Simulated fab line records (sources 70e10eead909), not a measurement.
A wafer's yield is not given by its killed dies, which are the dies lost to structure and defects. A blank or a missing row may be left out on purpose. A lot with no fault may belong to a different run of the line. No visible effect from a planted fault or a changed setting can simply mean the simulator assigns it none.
What tool caused it? || flow nand harc || 14 lots with 42 wafers sampled at 5 steps, on a route of 1302 steps

WHAT EACH GAUGE READ, for each wafer
NHARC_A_SLIT_CD_MEAS_21. Usual: cd nm at 289.8 nm, with a standard deviation of 0.95.
{"lot": "L449", "measured": "day 20 22:43", "on": "cd sem-02", "cd nm (nm)": "290.9 289.7 289.0", "flag": ""}
{"lot": "L451", "measured": "day 21 00:21", "on": "cd sem-01", "cd nm (nm)": "291.2 290.4 290.3", "flag": ""}
{"lot": "L450", "measured": "day 21 05:32", "on": "cd sem-03", "cd nm (nm)": "287.8 287.5 287.8", "flag": ""}
{"lot": "L452", "measured": "day 21 13:10", "on": "cd sem-02", "cd nm (nm)": "289.7 290.9 289.3", "flag": ""}
{"lot": "L453", "measured": "day 21 13:29", "on": "cd sem-01", "cd nm (nm)": "290.2 289.1 288.8", "flag": ""}
{"lot": "L455", "measured": "day 22 17:11", "on": "cd sem-02", "cd nm (nm)": "290.3 289.5 290.0", "flag": ""}
{"lot": "L454", "measured": "day 22 21:04", "on": "cd sem-03", "cd nm (nm)": "290.0 290.2 291.4", "flag": ""}
{"lot": "L456", "measured": "day 23 09:24", "on": "cd sem-02", "cd nm (nm)": "290.3 289.2 289.3", "flag": ""}
{"lot": "L460", "measured": "day 24 13:53", "on": "cd sem-02", "cd nm (nm)": "290.9 290.1 289.9", "flag": ""}
{"lot": "L463", "measured": "day 25 14:40", "on": "cd sem-02", "cd nm (nm)": "290.1 291.0 289.9", "flag": ""}
{"lot": "L461", "measured": "day 25 18:30", "on": "cd sem-03", "cd nm (nm)": "288.7 288.2 288.7", "flag": ""}
{"lot": "L464", "measured": "day 27 02:18", "on": "cd sem-03", "cd nm (nm)": "288.9 289.7 288.3", "flag": ""}
{"lot": "L470", "measured": "day 29 07:43", "on": "cd sem-03", "cd nm (nm)": "288.9 290.9 289.7", "flag": ""}
{"lot": "L471", "measured": "day 29 20:05", "on": "cd sem-01", "cd nm (nm)": "288.1 289.5 290.9", "flag": ""}

NHARC_A_WL_FILL_INSPECT_15. Usual: raw defect count at 482, with a standard deviation of 120.
{"lot": "L449", "measured": "day 21 22:48", "on": "defect inspect-02", "raw defect count": "450 513 471", "flag": ""}
{"lot": "L451", "measured": "day 22 01:47", "on": "defect inspect-01", "raw defect count": "312 368 240", "flag": ""}
{"lot": "L450", "measured": "day 22 10:37", "on": "defect inspect-02", "raw defect count": "554 427 469", "flag": ""}
{"lot": "L452", "measured": "day 22 13:47", "on": "defect inspect-01", "raw defect count": "507 544 734", "flag": ""}
{"lot": "L453", "measured": "day 22 13:48", "on": "defect inspect-01", "raw defect count": "643 500 456", "flag": ""}
{"lot": "L455", "measured": "day 23 21:32", "on": "defect inspect-01", "raw defect count": "504 477 411", "flag": ""}
{"lot": "L454", "measured": "day 23 21:38", "on": "defect inspect-02", "raw defect count": "423 531 409", "flag": ""}
{"lot": "L456", "measured": "day 24 09:41", "on": "defect inspect-02", "raw defect count": "368 364 412", "flag": ""}
{"lot": "L460", "measured": "day 25 16:58", "on": "defect inspect-02", "raw defect count": "592 620 593", "flag": ""}
{"lot": "L463", "measured": "day 26 15:30", "on": "defect inspect-01", "raw defect count": "546 576 443", "flag": ""}
{"lot": "L461", "measured": "day 26 20:44", "on": "defect inspect-01", "raw defect count": "444 438 501", "flag": ""}
{"lot": "L464", "measured": "day 28 02:28", "on": "defect inspect-02", "raw defect count": "769 652 675", "flag": ""}
{"lot": "L470", "measured": "day 30 08:06", "on": "defect inspect-02", "raw defect count": "396 464 310", "flag": ""}
{"lot": "L471", "measured": "day 30 21:10", "on": "defect inspect-01", "raw defect count": "351 555 358", "flag": ""}

NHARC_A_CONTACT_CD_MEAS_42: the cd target is 300 nm. Usual: cd nm at 300.3 nm, with a standard deviation of 0.74.
{"lot": "L449", "measured": "day 22 04:40", "on": "cd sem-03", "cd nm (nm)": "300.8 301.2 300.3", "flag": ""}
{"lot": "L451", "measured": "day 22 08:40", "on": "cd sem-02", "cd nm (nm)": "300.3 299.6 298.7", "flag": ""}
{"lot": "L450", "measured": "day 22 17:55", "on": "cd sem-03", "cd nm (nm)": "299.1 299.5 299.9", "flag": ""}
{"lot": "L452", "measured": "day 22 22:08", "on": "cd sem-03", "cd nm (nm)": "300.2 301.9 300.3", "flag": ""}
{"lot": "L453", "measured": "day 22 22:37", "on": "cd sem-02", "cd nm (nm)": "300.2 300.0 300.9", "flag": ""}
{"lot": "L455", "measured": "day 24 03:26", "on": "cd sem-03", "cd nm (nm)": "299.7 300.6 300.5", "flag": ""}
{"lot": "L454", "measured": "day 24 03:37", "on": "cd sem-01", "cd nm (nm)": "299.6 300.6 299.7", "flag": ""}
{"lot": "L456", "measured": "day 24 17:40", "on": "cd sem-03", "cd nm (nm)": "301.0 300.5 300.4", "flag": ""}
{"lot": "L460", "measured": "day 25 22:31", "on": "cd sem-02", "cd nm (nm)": "300.4 300.1 299.7", "flag": ""}
{"lot": "L463", "measured": "day 26 23:54", "on": "cd sem-03", "cd nm (nm)": "299.7 299.2 299.5", "flag": ""}
{"lot": "L461", "measured": "day 27 04:32", "on": "cd sem-02", "cd nm (nm)": "301.7 300.9 300.2", "flag": ""}
{"lot": "L464", "measured": "day 28 09:13", "on": "cd sem-03", "cd nm (nm)": "301.5 301.0 300.0", "flag": ""}
{"lot": "L470", "measured": "day 30 13:56", "on": "cd sem-02", "cd nm (nm)": "299.8 299.1 301.2", "flag": ""}
{"lot": "L471", "measured": "day 31 03:46", "on": "cd sem-01", "cd nm (nm)": "300.4 299.2 299.4", "flag": ""}

NHARC_END_SORT_01. Usual: killed at array 52, standard deviation 16; killed at other 0.8, standard deviation 0.98; killed at periphery 4.2, standard deviation 2.9; killed dies 57, standard deviation 16; killed open 3.3, standard deviation 1.9; killed short 2.5, standard deviation 1.5.
{"lot": "L460", "measured": "day 28 19:52", "on": "prober-01", "killed at array": "37 46 31", "killed at other": "1 0 0", "killed at periphery": "5 1 2", "killed dies": "43 47 33", "killed open": "6 4 5", "killed short": "4 3 1", "flag": ""}
{"lot": "L463", "measured": "day 29 22:18", "on": "prober-02", "killed at array": "58 64 58", "killed at other": "2 1 3", "killed at periphery": "4 6 1", "killed dies": "64 71 62", "killed open": "2 3 1", "killed short": "7 3 0", "flag": ""}
{"lot": "L461", "measured": "day 30 07:37", "on": "prober-01", "killed at array": "54 64 49", "killed at other": "1 1 1", "killed at periphery": "4 6 5", "killed dies": "59 71 55", "killed open": "1 6 5", "killed short": "1 3 4", "flag": ""}

WHAT TOOL EACH LOT RAN ON (gives the tool, then ch and the chambers of the sampled wafers, and finally the start)
{"lot": "L449", "NHARC_A_CONTACT_DEP_29": "pecvd-02 ch 1,2, day 22 03:58"}
{"lot": "L451", "NHARC_A_CONTACT_DEP_29": "pecvd-01 ch 1,2, day 22 07:59"}
{"lot": "L450", "NHARC_A_CONTACT_DEP_29": "pecvd-03 ch 1,2, day 22 17:11"}
{"lot": "L452", "NHARC_A_CONTACT_DEP_29": "pecvd-02 ch 1,2, day 22 21:25"}
{"lot": "L453", "NHARC_A_CONTACT_DEP_29": "pecvd-03 ch 1,2, day 22 21:58"}
{"lot": "L455", "NHARC_A_CONTACT_DEP_29": "pecvd-01 ch 0,2, day 24 02:45"}
{"lot": "L454", "NHARC_A_CONTACT_DEP_29": "pecvd-01 ch 1,2, day 24 02:53"}
{"lot": "L456", "NHARC_A_CONTACT_DEP_29": "pecvd-02 ch 0,1, day 24 16:59"}
{"lot": "L460", "NHARC_A_CONTACT_DEP_29": "pecvd-03 ch 0,2, day 25 21:55"}
{"lot": "L463", "NHARC_A_CONTACT_DEP_29": "pecvd-03 ch 0,2, day 26 23:18"}
{"lot": "L461", "NHARC_A_CONTACT_DEP_29": "pecvd-03 ch 1,2, day 27 03:53"}
{"lot": "L464", "NHARC_A_CONTACT_DEP_29": "pecvd-01 ch 1,2, day 28 08:31"}
{"lot": "L470", "NHARC_A_CONTACT_DEP_29": "pecvd-02 ch 0,1,2, day 30 13:05"}
{"lot": "L471", "NHARC_A_CONTACT_DEP_29": "pecvd-02 ch 0,1,2, day 31 03:02"}
- NHARC_A_CONTACT_DEP_29: deposits SiON, target thk 100 nm.

WHAT THE TOOLS THEMSELVES READ (means of the sampled wafers that have a number; where no wafer has one, the mark that the record gives instead)
NHARC_A_CONTACT_DEP_29. Usual: chamber pressure Torr 3.500 Torr, standard deviation 0.0066; heater power w 754 W, standard deviation 100; rf fwd power W 348.3 W, standard deviation 1.3.
{"lot": "L449", "tool": "pecvd-02", "chamber pressure Torr (Torr)": 3.498, "heater power w (W)": 840, "rf fwd power W (W)": 348.0, "flag": ""}
{"lot": "L451", "tool": "pecvd-01", "chamber pressure Torr (Torr)": 3.507, "heater power w (W)": 892, "rf fwd power W (W)": 348.3, "flag": ""}
{"lot": "L450", "tool": "pecvd-03", "chamber pressure Torr (Torr)": 3.498, "heater power w (W)": 658, "rf fwd power W (W)": 348.3, "flag": ""}
{"lot": "L452", "tool": "pecvd-02", "chamber pressure Torr (Torr)": 3.498, "heater power w (W)": 874, "rf fwd power W (W)": 348.9, "flag": ""}
{"lot": "L453", "tool": "pecvd-03", "chamber pressure Torr (Torr)": 3.492, "heater power w (W)": 612, "rf fwd power W (W)": 349.6, "flag": ""}
{"lot": "L455", "tool": "pecvd-01", "chamber pressure Torr (Torr)": 3.497, "heater power w (W)": 783, "rf fwd power W (W)": 347.6, "flag": ""}
{"lot": "L454", "tool": "pecvd-01", "chamber pressure Torr (Torr)": 3.499, "heater power w (W)": 918, "rf fwd power W (W)": 348.7, "flag": ""}
{"lot": "L456", "tool": "pecvd-02", "chamber pressure Torr (Torr)": 3.499, "heater power w (W)": 849, "rf fwd power W (W)": 350.0, "flag": ""}
{"lot": "L460", "tool": "pecvd-03", "chamber pressure Torr (Torr)": 3.503, "heater power w (W)": 727, "rf fwd power W (W)": 405.3, "flag": "OFF"}
{"lot": "L463", "tool": "pecvd-03", "chamber pressure Torr (Torr)": 3.504, "heater power w (W)": 718, "rf fwd power W (W)": 404.4, "flag": "OFF"}
{"lot": "L461", "tool": "pecvd-03", "chamber pressure Torr (Torr)": 3.502, "heater power w (W)": 630, "rf fwd power W (W)": 403.9, "flag": "OFF"}
{"lot": "L464", "tool": "pecvd-01", "chamber pressure Torr (Torr)": 3.503, "heater power w (W)": 869, "rf fwd power W (W)": 348.1, "flag": ""}
{"lot": "L470", "tool": "pecvd-02", "chamber pressure Torr (Torr)": 3.500, "heater power w (W)": 752, "rf fwd power W (W)": 348.6, "flag": ""}
{"lot": "L471", "tool": "pecvd-02", "chamber pressure Torr (Torr)": 3.496, "heater power w (W)": 793, "rf fwd power W (W)": 349.5, "flag": ""}

THE ANSWER, worked out from the rows above alone
Rule: a lot is off if the mean of its wafers that have a number lies more than 3 standard deviations from the usual mean. A lot without any number at a reading at which 4 lots or more have one is off too. The other lots that the step has rows for count as sound. First the gauges in route order, then the tools' own readings, where a lot's mean is used as printed above. At the first step where some lot is off, the reading lying furthest off is the one used; lots without a number count as furthest.
Off at NHARC_A_CONTACT_DEP_29 (rf fwd power W): L460, L463, L461.
If a tool, at that step or one of the process steps before it, ran each lot that is off and ran no sound lot following the first of them, it fits. One fits: NHARC_A_CONTACT_DEP_29 on pecvd-03. A fault onset in the window from L453 (day 22 21:58, its last sound lot) to L460 (day 25 21:55, its first lot off) fits.
On the lots that are off, the tool's own readings at NHARC_A_CONTACT_DEP_29 differ by more than 5 times the standard deviation of the sound lots' means, which bears it out; rf fwd power W reads 404.5 W there versus 348.7 W on the sound lots.

WHAT WAS PUT IN BY THE SIMULATOR
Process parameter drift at NHARC_A_CONTACT_DEP_29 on pecvd-03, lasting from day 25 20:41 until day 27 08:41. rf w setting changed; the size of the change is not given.
Lots struck among those shown: L460, L463, L461. The same result came from the rule above.
